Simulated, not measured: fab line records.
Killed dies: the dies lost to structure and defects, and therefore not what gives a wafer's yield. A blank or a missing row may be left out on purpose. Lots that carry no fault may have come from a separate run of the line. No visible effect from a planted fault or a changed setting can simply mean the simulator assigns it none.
Which tool was responsible? | flow n5 finfet | Sampling: 10 lots, 30 wafers, 5 of 1938 route steps

WHAT THE GAUGES SHOWED, per wafer
N5_BEOL_M13_OCD_MEAS_35.
lot  | measured     | on     | trench depth nm (nm)
L392 | day 12 22:56 | ocd-01 | 418 413 415
L391 | day 13 00:20 | ocd-02 | 409 404 403
L394 | day 13 03:32 | ocd-02 | 423 406 404
L395 | day 13 11:29 | ocd-01 | 419 419 419
L399 | day 14 17:17 | ocd-01 | 415 416 414
L400 | day 14 22:01 | ocd-01 | 416 404 405
L409 | day 17 08:31 | ocd-01 | 413 408 419
L411 | day 17 15:40 | ocd-02 | 416 417 406
L410 | day 17 17:14 | ocd-02 | 400 398 404
L414 | day 18 09:58 | ocd-01 | 405 401 402

N5_BEOL_M14_THK_MEAS_01.
lot  | measured     | on            | M14_ILD_THK (nm)
L392 | day 13 03:07 | film metro-02 | 1108 1087 1126
L391 | day 13 03:40 | film metro-01 | 1125 1123 1153
L394 | day 13 07:51 | film metro-02 | 1109 1132 1132
L395 | day 13 18:41 | film metro-02 | 1127 1127 1124
L399 | day 14 21:58 | film metro-01 | 1098 1122 1113
L400 | day 15 02:01 | film metro-01 | 1112 1120 1116
L409 | day 17 11:41 | film metro-02 | 1115 1108 1113
L411 | day 17 23:55 | film metro-02 | 1133 1129 1124
L410 | day 18 01:27 | film metro-01 | 1081 1192 1120
L414 | day 18 13:10 | film metro-01 | 1082 1185 1107

EACH LOT AND THE TOOL THAT RAN IT (in order: tool; ch and the chambers of the sampled wafers; start)
lot  | N5_BEOL_M13_ETCH_68                | N5_BEOL_M13_CMP_49            | N5_BEOL_M14_ILD_DEP_00
L392 | rie diel-02 ch 0,2,3, day 12 22:32 | cmp-02 ch 1,2,3, day 13 02:26 | pecvd-04 ch 1,2, day 13 02:55
L391 | rie diel-02 ch 0,2, day 12 23:56   | cmp-03 ch 0,1,2, day 13 02:59 | pecvd-01 ch 1,2, day 13 03:29
L394 | rie diel-06 ch 0,1, day 13 03:08   | cmp-03 ch 0,1,2, day 13 07:05 | pecvd-01 ch 0,2, day 13 07:35
L395 | rie diel-04 ch 0,1, day 13 11:05   | cmp-03 ch 0,2,3, day 13 18:00 | pecvd-04 ch 0,2, day 13 18:29
L399 | rie diel-04 ch 0,1,3, day 14 16:53 | cmp-02 ch 2,3, day 14 21:17   | pecvd-04 ch 0,2, day 14 21:46
L400 | rie diel-06 ch 0,3, day 14 21:26   | cmp-02 ch 0,2,3, day 15 01:25 | pecvd-01 ch 0,1,2, day 15 01:49
L409 | rie diel-04 ch 0,2,3, day 17 08:07 | cmp-02 ch 1,2,3, day 17 11:03 | pecvd-01 ch 0,2, day 17 11:29
L411 | rie diel-06 ch 0,2, day 17 15:16   | cmp-01 ch 1,2,3, day 17 23:09 | pecvd-04 ch 0,2, day 17 23:43
L410 | rie diel-06 ch 2,3, day 17 16:51   | cmp-01 ch 0,2,3, day 18 00:51 | pecvd-01 ch 0,1, day 18 01:16
L414 | rie diel-02 ch 2, day 18 09:23     | cmp-02 ch 1,3, day 18 12:29   | pecvd-01 ch 0,1, day 18 12:59
- N5_BEOL_M13_ETCH_68: etches SOC in N2/H2, time 355 s.
- N5_BEOL_M13_CMP_49: polishes, stops on SiOC, t overpolish 17.1 s, target thk 420 nm.
- N5_BEOL_M14_ILD_DEP_00: deposits SiO2 from TEOS/O2, target thk 1119.3 nm, time 237.4 s.

AS READ BY THE TOOLS THEMSELVES (means over the sampled wafers that have a number; for cases with no such wafer, the mark the record gives instead)
N5_BEOL_M13_ETCH_68.
lot  | tool        | chamber pressure mTorr (mTorr) | drypump motor current A (A) | oes product au (a.u.) | rf vpp V (V) | showerhead plenum p Torr (Torr) | throttle valve pct (%)
L392 | rie diel-02 | 30.01                          | 6.2                         | 0.80                  | 521.8        | 2.50                            | 17.89
L391 | rie diel-02 | 30.00                          | 6.1                         | 0.79                  | 523.6        | 2.50                            | 17.67
L394 | rie diel-06 | 29.99                          | 6.2                         | 0.75                  | 525.8        | 2.62                            | 18.04
L395 | rie diel-04 | 29.99                          | 5.4                         | 0.85                  | 523.5        | 2.53                            | 17.77
L399 | rie diel-04 | 30.00                          | 5.6                         | 0.81                  | 522.2        | 2.48                            | 17.82
L400 | rie diel-06 | 30.00                          | 5.4                         | 0.75                  | 523.4        | 2.55                            | 17.86
L409 | rie diel-04 | 29.98                          | 5.6                         | 0.85                  | 523.7        | 2.52                            | 17.68
L411 | rie diel-06 | 29.96                          | 6.2                         | 0.77                  | 523.0        | 2.52                            | 17.84
L410 | rie diel-06 | 30.01                          | 5.5                         | 0.70                  | 520.6        | 2.45                            | 18.00
L414 | rie diel-02 | 30.00                          | 6.5                         | 0.74                  | 521.3        | 2.44                            | 17.74

N5_BEOL_M13_CMP_49.
lot  | tool   | barrier field endpoint s (s) | clearing platen rpm (rpm) | motor current A (A) | overpolish run s (s) | slurry flow ml min
L392 | cmp-02 | 30.7                         | 49.995                    | 6.0                 | 17.098               | 150.0
L391 | cmp-03 | 30.0                         | 50.004                    | 5.7                 | 17.095               | 149.8
L394 | cmp-03 | 29.6                         | 49.994                    | 5.5                 | 17.098               | 149.8
L395 | cmp-03 | 29.9                         | 50.032                    | 5.7                 | 17.098               | 149.8
L399 | cmp-02 | 29.9                         | 49.993                    | 6.0                 | 17.106               | 150.8
L400 | cmp-02 | 29.1                         | 50.026                    | 6.4                 | 17.102               | 150.0
L409 | cmp-02 | 30.8                         | 50.008                    | 6.1                 | 17.099               | 150.3
L411 | cmp-01 | 30.3                         | 50.007                    | 6.0                 | 17.100               | 150.0
L410 | cmp-01 | 30.1                         | 49.991                    | 6.2                 | 17.096               | 150.1
L414 | cmp-02 | 29.8                         | 50.016                    | 6.0                 | 17.095               | 150.3

N5_BEOL_M14_ILD_DEP_00.
lot  | tool     | heater power w (W) | showerhead plenum p Torr (Torr) | susceptor temp C (C) | throttle valve pct (%)
L392 | pecvd-04 | 519                | 8.29                            | 399.70               | 18.4
L391 | pecvd-01 | 525                | 8.35                            | 400.01               | 17.2
L394 | pecvd-01 | 473                | 8.37                            | 399.93               | 17.8
L395 | pecvd-04 | 555                | 8.29                            | 400.00               | 18.0
L399 | pecvd-04 | 628                | 8.32                            | 399.92               | 18.5
L400 | pecvd-01 | 522                | 8.35                            | 400.22               | 17.5
L409 | pecvd-01 | 521                | 8.38                            | 399.86               | 17.9
L411 | pecvd-04 | 561                | 8.30                            | 399.99               | 18.3
L410 | pecvd-01 | 472                | 8.36                            | 396.55               | 18.1
L414 | pecvd-01 | 476                | 8.35                            | 396.62               | 17.9

THE ANSWER, worked out from the rows above alone
Rule: what is usual is taken from the lots themselves. Put in order of their means at a reading, lots are off if they are a third of the lots or fewer, leave a main group of 4 or more, and stand apart from it by a gap of 3 or more times the standard deviation of the main group's means; of several such gaps the widest counts. A main group whose means are all the same, to the digits that the tables above print for the reading, isn't used. A lot without any number at a reading at which 4 lots or more have one is off too. Where the step has rows for the other lots, those lots are counted as sound. The gauges are gone through in route order, then the tools' own readings, and for those a lot's mean is taken as printed above. At the first step where some lot is off, the reading lying furthest off is the one used; lots without a number count as furthest.
Off at N5_BEOL_M14_ILD_DEP_00 (susceptor temp C): L410, L414. For the main group the mean is 399.95 C and the standard deviation 0.14.
If a tool, at that step or one of the process steps before it, ran each lot that is off and ran no sound lot following the first of them, it fits. One candidate fits, namely pecvd-01 at N5_BEOL_M14_ILD_DEP_00. A fault onset in the window from L409 (day 17 11:29, its last sound lot) to L410 (day 18 01:16, its first lot off) fits.
The tool's own readings at N5_BEOL_M14_ILD_DEP_00 bear it out: on the lots that are off they differ by more than 5 times the standard deviation of the sound lots' means. susceptor temp C reads 396.59 C there against 399.95 C on the sound lots.

WHAT WAS PUT IN BY THE SIMULATOR
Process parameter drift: pecvd-01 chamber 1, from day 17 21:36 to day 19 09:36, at N5_BEOL_M14_ILD_DEP_00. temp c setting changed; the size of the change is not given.
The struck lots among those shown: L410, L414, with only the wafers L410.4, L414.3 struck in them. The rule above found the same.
